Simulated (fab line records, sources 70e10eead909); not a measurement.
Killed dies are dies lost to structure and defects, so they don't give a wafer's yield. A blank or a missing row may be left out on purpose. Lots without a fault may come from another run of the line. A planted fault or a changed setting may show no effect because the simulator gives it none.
Which tool did it? | flow nand_harc | 13 lots, 39 wafers sampled, at 6 steps of a route of 1159

WHAT THE GAUGES READ, wafer by wafer
NHARC_P_GATE_INSPECT_68.
lot  | measured     | on                | raw_defect_count
L466 | day 5 14:06  | defect_inspect-01 | 120 141 146
L467 | day 5 22:54  | defect_inspect-02 | 158 360 237
L468 | day 5 23:19  | defect_inspect-01 | 155 155 226
L469 | day 6 09:52  | defect_inspect-02 | 175 117 204
L471 | day 6 20:22  | defect_inspect-01 | 173 177 159
L470 | day 6 22:58  | defect_inspect-02 | 128 300 123
L473 | day 7 07:58  | defect_inspect-02 | 186 142 223
L474 | day 7 23:03  | defect_inspect-02 | 130 223 196
L475 | day 7 23:52  | defect_inspect-02 | 390 518 609
L476 | day 8 23:20  | defect_inspect-02 | 194 191 311
L477 | day 9 00:16  | defect_inspect-02 | 248 359 416
L478 | day 9 04:54  | defect_inspect-02 | 239 318 266
L488 | day 11 14:07 | defect_inspect-02 | 169 124 142

NHARC_P_CONTACT_CD_MEAS_12: target cd 90 nm.
lot  | measured     | on        | cd_nm (nm)
L466 | day 5 15:44  | cd_sem-02 | 90.4 90.3 89.4
L467 | day 6 00:31  | cd_sem-02 | 90.1 91.3 90.9
L468 | day 6 01:11  | cd_sem-01 | 89.9 90.1 89.6
L469 | day 6 11:21  | cd_sem-01 | 90.2 90.7 90.3
L471 | day 6 22:14  | cd_sem-03 | 90.1 90.9 90.5
L470 | day 7 00:28  | cd_sem-02 | 90.6 90.7 90.2
L473 | day 7 09:35  | cd_sem-03 | 90.8 90.6 90.1
L474 | day 8 00:32  | cd_sem-03 | 91.3 90.7 90.9
L475 | day 8 01:29  | cd_sem-03 | 90.1 89.9 90.1
L476 | day 9 01:00  | cd_sem-01 | 89.9 90.6 89.5
L477 | day 9 01:46  | cd_sem-02 | 90.6 90.5 90.1
L478 | day 9 06:31  | cd_sem-03 | 75.3 76.8 75.7
L488 | day 11 15:46 | cd_sem-03 | 91.5 91.3 90.7

NHARC_END_SORT_01.
lot  | measured     | on        | killed_at_array | killed_at_other | killed_at_periphery | killed_dies | killed_open | killed_short
L478 | day 23 04:44 | prober-02 | 33 24 30        | 0 1 0           | 222 177 139         | 255 202 169 | 7 4 2       | 2 1 3

WHICH TOOL RAN EACH LOT (tool, then ch and the chambers of the sampled wafers, then the start)
lot  | NHARC_P_GATE_RTA_64              | NHARC_P_CONTACT_EXPOSE_09          | NHARC_P_CONTACT_DEGAS_38
L466 | rtp_anneal-01 ch 0, day 5 12:49  | arfi_scanner-02 ch 0, day 5 15:36  | pvd_sputter-03, day 5 17:38
L467 | rtp_anneal-01 ch 0, day 5 21:38  | arfi_scanner-03 ch 0, day 6 00:22  | pvd_sputter-02, day 6 02:19
L468 | rtp_anneal-01 ch 0, day 5 22:06  | arfi_scanner-01 ch 0, day 6 01:02  | pvd_sputter-01, day 6 02:57
L469 | rtp_anneal-01 ch 0, day 6 08:36  | arfi_scanner-01 ch 0, day 6 11:13  | pvd_sputter-01, day 6 13:07
L471 | rtp_anneal-01 ch 0, day 6 19:10  | arfi_scanner-02 ch 0, day 6 22:06  | pvd_sputter-02, day 7 00:10
L470 | rtp_anneal-02 ch 0, day 6 21:42  | arfi_scanner-02 ch 0, day 7 00:20  | pvd_sputter-02, day 7 02:31
L473 | rtp_anneal-01 ch 0, day 7 06:09  | arfi_scanner-03 ch 0, day 7 09:27  | pvd_sputter-01, day 7 11:30
L474 | rtp_anneal-01 ch 0, day 7 21:45  | arfi_scanner-01 ch 0, day 8 00:23  | pvd_sputter-03, day 8 02:18
L475 | rtp_anneal-01 ch 0, day 7 22:36  | arfi_scanner-02 ch 0, day 8 01:21  | pvd_sputter-02, day 8 03:57
L476 | rtp_anneal-01 ch 0, day 8 22:06  | arfi_scanner-02 ch 0, day 9 00:52  | pvd_sputter-02, day 9 02:53
L477 | rtp_anneal-02 ch 0, day 8 22:49  | arfi_scanner-02 ch 0, day 9 01:38  | pvd_sputter-01, day 9 03:35
L478 | rtp_anneal-01 ch 0, day 9 03:36  | arfi_scanner-03 ch 0, day 9 06:22  | pvd_sputter-03, day 9 08:22
L488 | rtp_anneal-02 ch 0, day 11 12:48 | arfi_scanner-01 ch 0, day 11 15:37 | pvd_sputter-02, day 11 17:34
- NHARC_P_GATE_RTA_64: time 1 s.
- NHARC_P_CONTACT_EXPOSE_09: exposes mask P CA, target cd 90 nm.
- NHARC_P_CONTACT_DEGAS_38: time 60 s.

WHAT THE TOOLS THEMSELVES READ (means of the sampled wafers that have a number; where no wafer has one, the mark that the record gives instead)
NHARC_P_GATE_RTA_64.
lot  | tool          | lamp_power_pct (%) | wafer_temp_C_max
L466 | rtp_anneal-01 | 33.9               | 1058.8
L467 | rtp_anneal-01 | 34.0               | 1058.4
L468 | rtp_anneal-01 | 33.9               | 1056.3
L469 | rtp_anneal-01 | 34.0               | 1058.3
L471 | rtp_anneal-01 | 34.0               | 1056.3
L470 | rtp_anneal-02 | 38.8               | 1054.0
L473 | rtp_anneal-01 | 34.0               | 1057.4
L474 | rtp_anneal-01 | 34.0               | 1059.0
L475 | rtp_anneal-01 | 34.0               | 1057.1
L476 | rtp_anneal-01 | 34.0               | 1058.1
L477 | rtp_anneal-02 | 38.8               | 1054.0
L478 | rtp_anneal-01 | 34.0               | 1057.7
L488 | rtp_anneal-02 | 38.8               | 1054.7

NHARC_P_CONTACT_EXPOSE_09.
lot  | tool            | exposure_dose_mJ_cm2
L466 | arfi_scanner-02 | 81.25
L467 | arfi_scanner-03 | 81.30
L468 | arfi_scanner-01 | 81.35
L469 | arfi_scanner-01 | 81.39
L471 | arfi_scanner-02 | 81.35
L470 | arfi_scanner-02 | 81.37
L473 | arfi_scanner-03 | 81.33
L474 | arfi_scanner-01 | 81.36
L475 | arfi_scanner-02 | 81.33
L476 | arfi_scanner-02 | 81.31
L477 | arfi_scanner-02 | 81.34
L478 | arfi_scanner-03 | 81.33
L488 | arfi_scanner-01 | 81.29

NHARC_P_CONTACT_DEGAS_38.
lot  | tool           | heater_power_w (W) | susceptor_temp_C (C)
L466 | pvd_sputter-03 | 565                | 299.92
L467 | pvd_sputter-02 | 442                | 300.09
L468 | pvd_sputter-01 | 512                | 300.01
L469 | pvd_sputter-01 | 485                | 300.07
L471 | pvd_sputter-02 | 463                | 300.00
L470 | pvd_sputter-02 | 457                | 299.91
L473 | pvd_sputter-01 | 457                | -
L474 | pvd_sputter-03 | 576                | -
L475 | pvd_sputter-02 | 455                | 300.05
L476 | pvd_sputter-02 | 461                | 299.97
L477 | pvd_sputter-01 | 510                | 299.91
L478 | pvd_sputter-03 | 606                | 299.80
L488 | pvd_sputter-02 | 476                | -

THE ANSWER, worked out from the rows above alone
Rule: what is usual is taken from the lots themselves. Put in order of their means at a reading, lots are off if they are a third of the lots or fewer, leave a main group of 4 or more, and stand apart from it by a gap of 3 or more times the standard deviation of the main group's means; of several such gaps the widest counts. A main group whose means are all the same, to the digits that the tables above print for the reading, isn't used. A lot without any number at a reading at which 4 lots or more have one is off too. The other lots that the step has rows for count as sound. The gauges are gone through in route order, then the tools' own readings, and for those a lot's mean is taken as printed above. The first step at which some lot is off is used, and at that step the reading that is off furthest; a lot without a number counts as furthest.
Off: L478, at NHARC_P_CONTACT_CD_MEAS_12 (cd_nm). The main group: mean 90.4 nm, standard deviation 0.38.
A tool fits if, at a process step before that reading, it ran every lot that is off, and no sound lot after the first of them. The gauges at NHARC_P_CONTACT_CD_MEAS_12 are tried like those tools. Can't be told from this: 2 tools fit, rtp_anneal-01 at NHARC_P_GATE_RTA_64, arfi_scanner-03 at NHARC_P_CONTACT_EXPOSE_09.

WHAT THE SIMULATOR HAD PUT IN
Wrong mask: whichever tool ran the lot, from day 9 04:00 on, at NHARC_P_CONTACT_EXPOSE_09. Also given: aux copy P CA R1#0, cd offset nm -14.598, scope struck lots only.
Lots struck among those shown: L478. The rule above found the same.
